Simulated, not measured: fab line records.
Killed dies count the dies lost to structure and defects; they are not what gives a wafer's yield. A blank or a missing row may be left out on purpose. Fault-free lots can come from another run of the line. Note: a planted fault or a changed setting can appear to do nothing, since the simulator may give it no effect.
Which tool is to blame? + flow nand harc + 14 lots with 42 wafers sampled at 5 steps, on a route of 1159 steps

== WHAT THE GAUGES SHOWED, per wafer ==
NHARC_P_BONDPAD_INSPECT_23.
| lot  | measured     | on                | raw defect count |
|------|--------------|-------------------|------------------|
| L422 | day 6 12:34  | defect inspect-02 | 400 407 393      |
| L423 | day 6 21:46  | defect inspect-02 | 365 203 301      |
| L424 | day 6 22:10  | defect inspect-02 | 248 604 262      |
| L425 | day 7 13:34  | defect inspect-01 | 308 201 248      |
| L426 | day 7 14:13  | defect inspect-01 | 218 398 545      |
| L427 | day 7 20:17  | defect inspect-02 | 298 213 272      |
| L428 | day 8 03:23  | defect inspect-02 | 284 389 431      |
| L429 | day 8 15:48  | defect inspect-02 | 512 659 511      |
| L432 | day 9 02:54  | defect inspect-02 | 436 248 413      |
| L435 | day 9 16:14  | defect inspect-02 | 274 416 279      |
| L439 | day 11 00:50 | defect inspect-02 | 253 295 265      |
| L440 | day 11 15:36 | defect inspect-01 | 365 687 255      |
| L443 | day 11 17:09 | defect inspect-01 | 517 393 472      |
| L445 | day 12 07:10 | defect inspect-01 | 556 303 298      |

NHARC_A_ONON_D1_THK_MEAS_02: measures by ellipsometry.
| lot  | measured     | on            | thk nm (nm)    |
|------|--------------|---------------|----------------|
| L422 | day 7 14:48  | film metro-01 | 997 996 998    |
| L423 | day 7 20:07  | film metro-02 | 995 993 994    |
| L424 | day 7 20:08  | film metro-02 | 992 991 991    |
| L425 | day 8 13:16  | film metro-01 | 1004 1002 1004 |
| L426 | day 8 13:16  | film metro-02 | 1002 1002 1002 |
| L427 | day 8 20:41  | film metro-01 | 975 976 975    |
| L428 | day 9 09:40  | film metro-02 | 985 987 987    |
| L429 | day 9 19:20  | film metro-02 | 996 995 995    |
| L432 | day 10 03:14 | film metro-02 | 1568 1567 1566 |
| L435 | day 10 16:00 | film metro-01 | 1586 1587 1587 |
| L439 | day 12 00:20 | film metro-02 | 995 995 994    |
| L440 | day 12 16:38 | film metro-01 | 1009 1011 1010 |
| L443 | day 12 16:46 | film metro-01 | 1007 1006 1006 |
| L445 | day 13 05:10 | film metro-01 | 1003 1005 1002 |

NHARC_END_SORT_01.
| lot  | measured     | on        | killed at array | killed at other | killed at periphery | killed dies | killed open | killed short |
|------|--------------|-----------|-----------------|-----------------|---------------------|-------------|-------------|--------------|
| L432 | day 24 19:15 | prober-02 | 671 674 664     | 1 1 4           | 5 2 9               | 677 677 677 | 6 1 7       | 6 1 3        |
| L435 | day 25 03:07 | prober-01 | 675 677 676     | 1 0 1           | 1 0 0               | 677 677 677 | 3 5 3       | 2 1 3        |

== TOOL THAT RAN EACH LOT (tool first, then ch and the chambers of the sampled wafers, then the start) ==
| lot  | NHARC_P_BONDPAD_PVD_27                  | NHARC_A_ONON_D1_DEP_00           |
|------|-----------------------------------------|----------------------------------|
| L422 | pvd sputter-03, day 6 12:34 or earlier  | pecvd onon-02 ch 0, day 7 14:17  |
| L423 | pvd sputter-03, day 6 21:46 or earlier  | pecvd onon-01 ch 0, day 7 19:43  |
| L424 | pvd sputter-02, day 6 22:10 or earlier  | pecvd onon-04 ch 0, day 7 19:37  |
| L425 | pvd sputter-01, day 7 13:34 or earlier  | pecvd onon-02 ch 0, day 8 12:52  |
| L426 | pvd sputter-03, day 7 14:13 or earlier  | pecvd onon-01 ch 0, day 8 12:45  |
| L427 | pvd sputter-02, day 7 20:17 or earlier  | pecvd onon-02 ch 0, day 8 20:14  |
| L428 | pvd sputter-03, day 8 03:23 or earlier  | pecvd onon-02 ch 0, day 9 09:10  |
| L429 | pvd sputter-01, day 8 15:48 or earlier  | pecvd onon-04 ch 0, day 9 18:59  |
| L432 | pvd sputter-02, day 9 02:54 or earlier  | pecvd onon-04 ch 0, day 10 02:44 |
| L435 | pvd sputter-01, day 9 16:14 or earlier  | pecvd onon-04 ch 0, day 10 15:29 |
| L439 | pvd sputter-03, day 11 00:50 or earlier | pecvd onon-01 ch 0, day 11 23:56 |
| L440 | pvd sputter-03, day 11 15:36 or earlier | pecvd onon-01 ch 0, day 12 16:10 |
| L443 | pvd sputter-01, day 11 17:09 or earlier | pecvd onon-02 ch 0, day 12 16:16 |
| L445 | pvd sputter-01, day 12 07:10 or earlier | pecvd onon-01 ch 0, day 13 04:40 |
- NHARC_P_BONDPAD_PVD_27: deposits Cu, target thk 30 nm, time 20.49 s.
- NHARC_A_ONON_D1_DEP_00: target thk 1000 nm.

== WHAT THE TOOLS THEMSELVES READ (means of the sampled wafers that have a number; where no wafer has one, the mark that the record gives instead) ==
NHARC_P_BONDPAD_PVD_27.
| lot  | tool           | throttle valve pct (%) |
|------|----------------|------------------------|
| L422 | pvd sputter-03 | 30.1                   |
| L423 | pvd sputter-03 | 30.3                   |
| L424 | pvd sputter-02 | 28.5                   |
| L425 | pvd sputter-01 | 31.6                   |
| L426 | pvd sputter-03 | 29.8                   |
| L427 | pvd sputter-02 | 29.2                   |
| L428 | pvd sputter-03 | 30.2                   |
| L429 | pvd sputter-01 | 31.3                   |
| L432 | pvd sputter-02 | 30.0                   |
| L435 | pvd sputter-01 | 30.1                   |
| L439 | pvd sputter-03 | 30.3                   |
| L440 | pvd sputter-03 | 30.3                   |
| L443 | pvd sputter-01 | 29.9                   |
| L445 | pvd sputter-01 | 30.0                   |

== THE ANSWER, worked out from the rows above alone ==
Rule: what is usual is taken from the lots themselves. The widest of any qualifying gaps counts: lots, ordered by their means at a reading, are off when they make up no more than a third of the lots, leave a main group of 4 or more, and stand apart from it by 3 or more times the standard deviation of that group's means. The tables above print the reading to a certain number of digits; a main group whose means all agree to those digits is not used. Also off: a lot with no number at a reading for which 4 or more lots have one. Any other lot the step has rows for is counted as sound. After the gauges, taken in route order, come the tools' own readings; for these a lot's mean is taken, as printed above. The first step at which some lot is off is used, and at that step the reading that is off furthest; a lot without a number counts as furthest.
Off at NHARC_A_ONON_D1_THK_MEAS_02 (thk nm): L432, L435. Main group: mean 997 nm, sd 9.1.
A tool fits if, at a process step before that reading, it ran every lot that is off, and no sound lot after the first of them. The gauges at NHARC_A_ONON_D1_THK_MEAS_02 are tried like those tools. NHARC_P_BONDPAD_PVD_27: start missing for some lots; hours and lot order therefore follow NHARC_P_BONDPAD_INSPECT_23. One fits: NHARC_A_ONON_D1_DEP_00 on pecvd onon-04. A fault onset in the window from L429 (day 9 18:59, its last sound lot) to L432 (day 10 02:44, its first lot off) fits.

== WHAT THE SIMULATOR HAD PUT IN ==
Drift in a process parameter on pecvd onon-04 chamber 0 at NHARC_A_ONON_D1_DEP_00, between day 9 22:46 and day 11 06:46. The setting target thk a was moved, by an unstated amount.
Shown lots that were struck: L432, L435. The rule above found the same.
